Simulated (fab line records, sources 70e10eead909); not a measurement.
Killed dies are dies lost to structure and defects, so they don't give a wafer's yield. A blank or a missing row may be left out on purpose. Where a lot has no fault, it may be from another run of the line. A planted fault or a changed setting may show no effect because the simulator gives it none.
A struck lot beside a sound one + flow nand_harc + 13 out of 1302 route steps
Sound: wafers L399.2, L399.5, L399.6. Struck: wafers L416.1, L416.3, L416.6. The cause is named last.
Order at every step that has rows: each side's tool, ch and its chambers, its first start. Under that, the readings that differ: sound wafers + struck wafers + difference of the means + sigmas: that difference in standard deviations of wafers without a fault.
alike: same words and numbers on both sides, and readings whose means sit less than 2 such deviations apart. not compared: any withheld reading, any reading some wafer has no value for, any bound like >300 that may hide the same value, and any number with overlapping values for which the record gives no deviation.
A row with sigmas, a row that says differs or no value, or rows on one side alone: a step with any of these is where the two part. When numbers do not overlap yet have no deviation, they are printed without sigmas and do not part them. A reading that every wafer of one side lacks parts them only if that side has two wafers or more.

NHARC_A_CHANNEL_FILL_D1_THK_MEAS_06: measures by ellipsometry.
  struck on film_metro-02, day 18 02:42; sound on film_metro-02, day 11 02:09
  alike: thk_nm
NHARC_A_CHANNEL_FILL_D1_ALD_25: deposits SiOx, target thk 60 nm, pulse time 10 s, ald cycles 600.
  sound on ald_hk-04 ch 0,1, day 11 02:49; struck on ald_hk-01 ch 0,2,3, day 18 02:46
  alike: heater_power_outer_w, heater_power_w, precursor_pulse_height_rel
NHARC_A_CHANNEL_FILL_D1_ETCHBACK_08: etches the open film in C4F8, target depth 220 nm, time 110 s.
  sound on rie_diel-03 ch 1,2; struck on rie_diel-11 ch 1,2,3
  alike: oes_product_au, rf_vpp_V
  not compared: rf_hours_counter_h
NHARC_A_CHANNEL_FILL_D1_STRIP_29: strips in O2, time 20 s.
  sound on rie_diel-03 ch 1,2, day 11 08:02; struck on rie_diel-11 ch 0,1,2
  alike: drypump_motor_current_A, oes_product_au, rf_vpp_V, showerhead_plenum_p_Torr, throttle_valve_pct
  not compared: rf_hours_counter_h
then, 3 steps without rows for these wafers: NHARC_A_CHANNEL_FILL_D1_PRECLEAN_30 (cleans in dHF, time 30 s); NHARC_A_CHANNEL_FILL_D1_SRD_31; NHARC_A_CHANNEL_FILL_D1_CVD_09 (deposits poly-Si, target thk 150 nm, time 3000 s).
NHARC_A_CHANNEL_FILL_D1_CMP_10: polishes, target thk 150 nm.
  sound on cmp-03 ch 0,1, day 11 13:41; struck on cmp-01 ch 0,3, day 18 14:05
  alike: motor_current_A, slurry_filter_dp_kPa, slurry_flow_ml_min, time_to_endpoint_s
  not compared: pad_life_wafers
after that, 1 step had no rows for these wafers: NHARC_A_CHANNEL_FILL_D1_SRD_12.
NHARC_A_CHANNEL_FILL_D1_INSPECT_13:
  struck on defect_inspect-02, day 18 14:28; sound on defect_inspect-02, day 11 14:04
| reading          | sound       | struck      | difference | sigmas |
|------------------|-------------|-------------|------------|--------|
| raw_defect_count | 307 525 591 | 122 129 314 | -286       | -2     |
NHARC_A_DECK1_JOINT_ETCHBACK_07: etches the open film in HBr, target depth 105 nm, time 26.9 s.
  sound on rie_si-02 ch 0,3, day 11 14:08; struck on rie_si-03 ch 2,3, day 18 14:32
| reading               | sound             | struck            | difference | sigmas |
|-----------------------|-------------------|-------------------|------------|--------|
| oes_product_au (a.u.) | 1.005 1.004 1.009 | 0.967 0.959 0.954 | -0.046     | -6     |
  alike: drypump_motor_current_A, throttle_valve_pct
  not compared: rf_hours_counter_h
then, 1 step without rows for these wafers: NHARC_A_DECK1_JOINT_ETCH_25 (etches SiO2 in dHF, target depth 0.5 nm).
-- the record jumps here: 13 days lie between the struck wafers' starts before and after (it left off in module A_DECK1_JOINT and takes up again in module END, whose first step shown is number 1302 of the route) --
NHARC_END_SORT_01:
  here the record holds rows for the struck wafers (prober-01 ch 0, day 31 18:47) but none for the sound ones

== WHERE THEY PART ==
First at NHARC_A_CHANNEL_FILL_D1_INSPECT_13; last, within this record, at NHARC_END_SORT_01.

WHY: what the simulator had put in
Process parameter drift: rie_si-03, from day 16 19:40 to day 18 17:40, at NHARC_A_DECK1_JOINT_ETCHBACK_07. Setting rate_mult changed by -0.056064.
